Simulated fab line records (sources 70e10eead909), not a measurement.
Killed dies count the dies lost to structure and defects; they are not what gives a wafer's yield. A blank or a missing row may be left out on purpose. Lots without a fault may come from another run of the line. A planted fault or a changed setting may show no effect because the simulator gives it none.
Chamber matching :: flow nandHarc :: NHARC_A_M1_ETCH_35 on rieDiel-13 has 4 sister chambers
The step etches the open film in N2/H2, target depth 40 nm, overetch 12 nm, time 43.94 s. 18 wafers are shown with their chamber, then 9 later ones without.

EACH WAFER AND ITS CHAMBER
wafer: L076.1
chamber: 1
showerheadPlenumPTorr (Torr): 2.17
drypumpMotorCurrentA (A): 4.9
rfVppV (V): 432.5

wafer: L076.3
chamber: 0
showerheadPlenumPTorr (Torr): 2.05
drypumpMotorCurrentA (A): 4.9
rfVppV (V): 430.8

wafer: L076.5
chamber: 1
showerheadPlenumPTorr (Torr): 2.17
drypumpMotorCurrentA (A): 4.9
rfVppV (V): 435.5

wafer: L078.2
chamber: 0
showerheadPlenumPTorr (Torr): 2.05
drypumpMotorCurrentA (A): 4.9
rfVppV (V): 430.5

wafer: L078.3
chamber: 3
showerheadPlenumPTorr (Torr): 2.08
drypumpMotorCurrentA (A): 6.0
rfVppV (V): 433.0

wafer: L078.5
chamber: 2
showerheadPlenumPTorr (Torr): 1.91
drypumpMotorCurrentA (A): 5.9
rfVppV (V): 427.0

wafer: L079.3
chamber: 0
showerheadPlenumPTorr (Torr): 2.05
drypumpMotorCurrentA (A): 4.9
rfVppV (V): 430.6

wafer: L079.5
chamber: 1
showerheadPlenumPTorr (Torr): 2.17
drypumpMotorCurrentA (A): 4.9
rfVppV (V): 433.0

wafer: L079.6
chamber: 2
showerheadPlenumPTorr (Torr): 1.91
drypumpMotorCurrentA (A): 5.9
rfVppV (V): 425.9

wafer: L085.3
chamber: 0
showerheadPlenumPTorr (Torr): 2.04
drypumpMotorCurrentA (A): 4.9
rfVppV (V): 431.2

wafer: L085.4
chamber: 1
showerheadPlenumPTorr (Torr): 2.17
drypumpMotorCurrentA (A): 4.9
rfVppV (V): 432.3

wafer: L085.5
chamber: 0
showerheadPlenumPTorr (Torr): 2.04
drypumpMotorCurrentA (A): 4.9
rfVppV (V): 430.0

wafer: L090.3
chamber: 3
showerheadPlenumPTorr (Torr): 2.08
drypumpMotorCurrentA (A): 6.1
rfVppV (V): 433.4

wafer: L090.5
chamber: 3
showerheadPlenumPTorr (Torr): 2.08
drypumpMotorCurrentA (A): 6.1
rfVppV (V): 431.9

wafer: L090.6
chamber: 2
showerheadPlenumPTorr (Torr): 1.91
drypumpMotorCurrentA (A): 5.9
rfVppV (V): 426.4

wafer: L087.1
chamber: 2
showerheadPlenumPTorr (Torr): 1.91
drypumpMotorCurrentA (A): 5.9
rfVppV (V): 426.7

wafer: L087.3
chamber: 0
showerheadPlenumPTorr (Torr): 2.04
drypumpMotorCurrentA (A): 4.9
rfVppV (V): 429.7

wafer: L087.6
chamber: 1
showerheadPlenumPTorr (Torr): 2.17
drypumpMotorCurrentA (A): 4.9
rfVppV (V): 433.4

SIGNATURES, as means of the wafers listed above
reading: showerheadPlenumPTorr
chamber 0: 2.0450
chamber 1: 2.1700
chamber 2: 1.9100
chamber 3: 2.0800
scatter within a chamber: 0.00327

reading: drypumpMotorCurrentA
chamber 0: 4.900
chamber 1: 4.900
chamber 2: 5.900
chamber 3: 6.067
scatter within a chamber: 0.0218

reading: rfVppV
chamber 0: 430.467
chamber 1: 433.340
chamber 2: 426.500
chamber 3: 432.767
scatter within a chamber: 0.841
Rule: a wafer's distance from a chamber is the root of the sum, over the readings, of the square of ((its reading less the chamber's mean) divided by the reading's scatter). If the next closest chamber is less than 2 further off than the closest, the wafer can't be placed; otherwise it belongs to the closest. The scatter is the square root of a quotient: the sum, over the shown wafers, of each reading's squared deviation from its chamber's mean, divided by wafers minus chambers.

WAFERS WITH NO CHAMBER GIVEN
wafer: L089.2
showerheadPlenumPTorr (Torr): 2.04
drypumpMotorCurrentA (A): 4.9
rfVppV (V): 431.0

wafer: L089.4
showerheadPlenumPTorr (Torr): 2.08
drypumpMotorCurrentA (A): 6.1
rfVppV (V): 433.6

wafer: L089.5
showerheadPlenumPTorr (Torr): 2.17
drypumpMotorCurrentA (A): 4.9
rfVppV (V): 434.1

wafer: L095.1
showerheadPlenumPTorr (Torr): 2.17
drypumpMotorCurrentA (A): 4.9
rfVppV (V): 433.0

wafer: L095.2
showerheadPlenumPTorr (Torr): 2.04
drypumpMotorCurrentA (A): 4.9
rfVppV (V): 429.9

wafer: L095.5
showerheadPlenumPTorr (Torr): 2.17
drypumpMotorCurrentA (A): 4.9
rfVppV (V): 433.0

wafer: L096.1
showerheadPlenumPTorr (Torr): 2.04
drypumpMotorCurrentA (A): 4.9
rfVppV (V): 429.9

wafer: L096.4
showerheadPlenumPTorr (Torr): 2.17
drypumpMotorCurrentA (A): 4.9
rfVppV (V): 433.8

wafer: L096.6
showerheadPlenumPTorr (Torr): 1.91
drypumpMotorCurrentA (A): 5.9
rfVppV (V): 427.3

EACH ONE'S CHAMBER
wafer: L089.2
from the rows above: 0
in truth: 0

wafer: L089.4
from the rows above: 3
in truth: 3

wafer: L089.5
from the rows above: 1
in truth: 1

wafer: L095.1
from the rows above: 1
in truth: 1

wafer: L095.2
from the rows above: 0
in truth: 0

wafer: L095.5
from the rows above: 1
in truth: 1

wafer: L096.1
from the rows above: 0
in truth: 0

wafer: L096.4
from the rows above: 1
in truth: 1

wafer: L096.6
from the rows above: 2
in truth: 2
Placed correctly: 9 of 9. Can't be placed from these rows: 0. Placed wrongly: 0.
